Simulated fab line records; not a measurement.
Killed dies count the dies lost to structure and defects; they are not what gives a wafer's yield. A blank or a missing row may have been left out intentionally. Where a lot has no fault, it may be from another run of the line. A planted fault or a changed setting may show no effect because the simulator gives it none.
Lot-split experiment / flow n5-finfet / 7 lots, 39 wafers read, on a route of 1938 steps

== ON THE SPLIT ==
At N5_SD_EPI_N_ETCH_45 (etches SiOCN in CH3F/O2, target depth 6 nm), the setting target-depth-a was moved away from the recipe's 60 angstrom on 18 of the 39 wafers read, by -6.9% to +11.3%. For the rest of the wafers, this setting stayed at what the recipe calls for.

Reading taken at the split's own step.

== THE READING ==
etch.depth-nm (the simulator's own value, which no gauge read), in nm, at N5_SD_EPI_N_ETCH_45 (etches SiOCN in CH3F/O2, target depth 6 nm). The file does not state a usual value for it. Here, 21 wafers ran the recipe; their average is 6.040 nm with a standard deviation of 0.079 nm.

wafer=L079.1; tool, chamber at the split=rie-diel-03, 1; target-depth-a as run, angstrom=60; against the recipe=recipe; etch.depth-nm, nm=6.059; against lot-mates on the recipe=-
wafer=L079.2; tool, chamber at the split=rie-diel-03, 0; target-depth-a as run, angstrom=60; against the recipe=recipe; etch.depth-nm, nm=5.947; against lot-mates on the recipe=-
wafer=L079.3; tool, chamber at the split=rie-diel-03, 2; target-depth-a as run, angstrom=60; against the recipe=recipe; etch.depth-nm, nm=6.139; against lot-mates on the recipe=-
wafer=L079.4; tool, chamber at the split=rie-diel-03, 3; target-depth-a as run, angstrom=66.81; against the recipe=+11.3%; etch.depth-nm, nm=6.642; against lot-mates on the recipe=+0.594
wafer=L079.5; tool, chamber at the split=rie-diel-03, 0; target-depth-a as run, angstrom=66.81; against the recipe=+11.3%; etch.depth-nm, nm=6.598; against lot-mates on the recipe=+0.550
wafer=L079.6; tool, chamber at the split=rie-diel-03, 3; target-depth-a as run, angstrom=66.81; against the recipe=+11.3%; etch.depth-nm, nm=6.652; against lot-mates on the recipe=+0.604
wafer=L080.1; tool, chamber at the split=rie-diel-03, 0; target-depth-a as run, angstrom=60; against the recipe=recipe; etch.depth-nm, nm=5.922; against lot-mates on the recipe=-
wafer=L080.2; tool, chamber at the split=rie-diel-03, 3; target-depth-a as run, angstrom=65.62; against the recipe=+9.4%; etch.depth-nm, nm=6.574; against lot-mates on the recipe=+0.546
wafer=L080.3; tool, chamber at the split=rie-diel-03, 2; target-depth-a as run, angstrom=65.62; against the recipe=+9.4%; etch.depth-nm, nm=6.651; against lot-mates on the recipe=+0.623
wafer=L080.4; tool, chamber at the split=rie-diel-03, 1; target-depth-a as run, angstrom=60; against the recipe=recipe; etch.depth-nm, nm=6.034; against lot-mates on the recipe=-
wafer=L080.5; tool, chamber at the split=rie-diel-03, 2; target-depth-a as run, angstrom=60; against the recipe=recipe; etch.depth-nm, nm=6.129; against lot-mates on the recipe=-
wafer=L080.6; tool, chamber at the split=rie-diel-03, 1; target-depth-a as run, angstrom=65.62; against the recipe=+9.4%; etch.depth-nm, nm=6.7; against lot-mates on the recipe=+0.672
wafer=L081.1; tool, chamber at the split=rie-diel-05, 3; target-depth-a as run, angstrom=60; against the recipe=recipe; etch.depth-nm, nm=6.09; against lot-mates on the recipe=-
wafer=L081.2; tool, chamber at the split=rie-diel-05, 2; target-depth-a as run, angstrom=66.15; against the recipe=+10.3%; etch.depth-nm, nm=6.673; against lot-mates on the recipe=+0.623
wafer=L081.3; tool, chamber at the split=rie-diel-05, 1; target-depth-a as run, angstrom=60; against the recipe=recipe; etch.depth-nm, nm=5.963; against lot-mates on the recipe=-
wafer=L081.4; tool, chamber at the split=rie-diel-05, 0; target-depth-a as run, angstrom=60; against the recipe=recipe; etch.depth-nm, nm=6.098; against lot-mates on the recipe=-
wafer=L081.5; tool, chamber at the split=rie-diel-05, 1; target-depth-a as run, angstrom=66.15; against the recipe=+10.3%; etch.depth-nm, nm=6.567; against lot-mates on the recipe=+0.517
wafer=L081.6; tool, chamber at the split=rie-diel-05, 0; target-depth-a as run, angstrom=66.15; against the recipe=+10.3%; etch.depth-nm, nm=6.717; against lot-mates on the recipe=+0.667
wafer=L082.1; tool, chamber at the split=rie-diel-05, 1; target-depth-a as run, angstrom=60; against the recipe=recipe; etch.depth-nm, nm=6.051; against lot-mates on the recipe=-
wafer=L082.2; tool, chamber at the split=rie-diel-05, 2; target-depth-a as run, angstrom=62.62; against the recipe=+4.4%; etch.depth-nm, nm=6.404; against lot-mates on the recipe=+0.297
wafer=L082.3; tool, chamber at the split=rie-diel-05, 0; target-depth-a as run, angstrom=60; against the recipe=recipe; etch.depth-nm, nm=6.082; against lot-mates on the recipe=-
wafer=L082.4; tool, chamber at the split=rie-diel-05, 3; target-depth-a as run, angstrom=60; against the recipe=recipe; etch.depth-nm, nm=6.188; against lot-mates on the recipe=-
wafer=L082.5; tool, chamber at the split=rie-diel-05, 2; target-depth-a as run, angstrom=62.62; against the recipe=+4.4%; etch.depth-nm, nm=6.45; against lot-mates on the recipe=+0.343
wafer=L082.6; tool, chamber at the split=rie-diel-05, 3; target-depth-a as run, angstrom=62.62; against the recipe=+4.4%; etch.depth-nm, nm=6.474; against lot-mates on the recipe=+0.367
wafer=L083.1; tool, chamber at the split=rie-diel-03, 1; target-depth-a as run, angstrom=60; against the recipe=recipe; etch.depth-nm, nm=6.074; against lot-mates on the recipe=-
wafer=L083.2; tool, chamber at the split=rie-diel-03, 2; target-depth-a as run, angstrom=60; against the recipe=recipe; etch.depth-nm, nm=6.105; against lot-mates on the recipe=-
wafer=L083.3; tool, chamber at the split=rie-diel-03, 1; target-depth-a as run, angstrom=55.88; against the recipe=-6.9%; etch.depth-nm, nm=5.645; against lot-mates on the recipe=-0.413
wafer=L083.4; tool, chamber at the split=rie-diel-03, 2; target-depth-a as run, angstrom=55.88; against the recipe=-6.9%; etch.depth-nm, nm=5.614; against lot-mates on the recipe=-0.444
wafer=L083.5; tool, chamber at the split=rie-diel-03, 2; target-depth-a as run, angstrom=55.88; against the recipe=-6.9%; etch.depth-nm, nm=5.673; against lot-mates on the recipe=-0.385
wafer=L083.6; tool, chamber at the split=rie-diel-03, 1; target-depth-a as run, angstrom=60; against the recipe=recipe; etch.depth-nm, nm=5.994; against lot-mates on the recipe=-
wafer=L093.1; tool, chamber at the split=rie-diel-05, 0; target-depth-a as run, angstrom=60; against the recipe=recipe; etch.depth-nm, nm=6.083; against lot-mates on the recipe=-
wafer=L093.2; tool, chamber at the split=rie-diel-05, 3; target-depth-a as run, angstrom=66.62; against the recipe=+11.0%; etch.depth-nm, nm=6.741; against lot-mates on the recipe=+0.724
wafer=L093.3; tool, chamber at the split=rie-diel-05, 2; target-depth-a as run, angstrom=66.62; against the recipe=+11.0%; etch.depth-nm, nm=6.728; against lot-mates on the recipe=+0.711
wafer=L093.4; tool, chamber at the split=rie-diel-05, 1; target-depth-a as run, angstrom=60; against the recipe=recipe; etch.depth-nm, nm=5.905; against lot-mates on the recipe=-
wafer=L093.5; tool, chamber at the split=rie-diel-05, 0; target-depth-a as run, angstrom=60; against the recipe=recipe; etch.depth-nm, nm=6.064; against lot-mates on the recipe=-
wafer=L093.6; tool, chamber at the split=rie-diel-05, 1; target-depth-a as run, angstrom=66.62; against the recipe=+11.0%; etch.depth-nm, nm=6.58; against lot-mates on the recipe=+0.563
wafer=L094.2; tool, chamber at the split=rie-diel-04, 2; target-depth-a as run, angstrom=60; against the recipe=recipe; etch.depth-nm, nm=5.91; against lot-mates on the recipe=-
wafer=L094.3; tool, chamber at the split=rie-diel-04, 3; target-depth-a as run, angstrom=60; against the recipe=recipe; etch.depth-nm, nm=6.048; against lot-mates on the recipe=-
wafer=L094.6; tool, chamber at the split=rie-diel-04, 0; target-depth-a as run, angstrom=60; against the recipe=recipe; etch.depth-nm, nm=5.949; against lot-mates on the recipe=-

THE FIT
A straight line over all 39 wafers: etch.depth-nm changes by +0.0584 nm for each +1% of target-depth-a; r = +0.97; the points scatter about the line by 0.083 nm.
The same after taking each lot's own level away (the mean of its wafers on the recipe; 39 wafers): +0.0589 nm for each +1%; r = +0.98; scatter 0.072 nm.
On that fit, the largest move of target-depth-a shifts the reading by 0.67 nm.
The span of the lots' own levels, 5.9690 to 6.1070 nm, comes to 1.8 times the standard deviation stated above.
Hence the lot-to-lot level has little effect on the slope; both slopes agree.
Check: +0.68 nm against its lot-mates is what the line predicts for one of the wafers moved furthest among these (+11.3%) when that wafer is left out of the fit. It came out at +0.594 nm against them.

== THESE WAFERS: OTHER SPLITS ==
These wafers also went through other splits before the reading. Each is held against what the fit with the lots' levels taken away leaves over:
other split on the same wafers=N5_FIN_CUT_CUT_ETCH_26 time-s; wafers away from the commonest value=12; r with etch.depth-nm (lot level and that fit taken away)=+0.11
other split on the same wafers=N5_DUMMY_GATE_EXPOSE_12 dose-mj; wafers away from the commonest value=15; r with etch.depth-nm (lot level and that fit taken away)=+0.12
other split on the same wafers=N5_DUMMY_GATE_ETCH_44 target-depth-a; wafers away from the commonest value=12; r with etch.depth-nm (lot level and that fit taken away)=-0.06
other split on the same wafers=N5_DUMMY_GATE_ETCH_42 bias-w; wafers away from the commonest value=12; r with etch.depth-nm (lot level and that fit taken away)=+0.24

== THE FILE'S OWN FIT ==
etch.depth-nm changes by +0.0592 nm for each +1% of target-depth-a, r = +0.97.
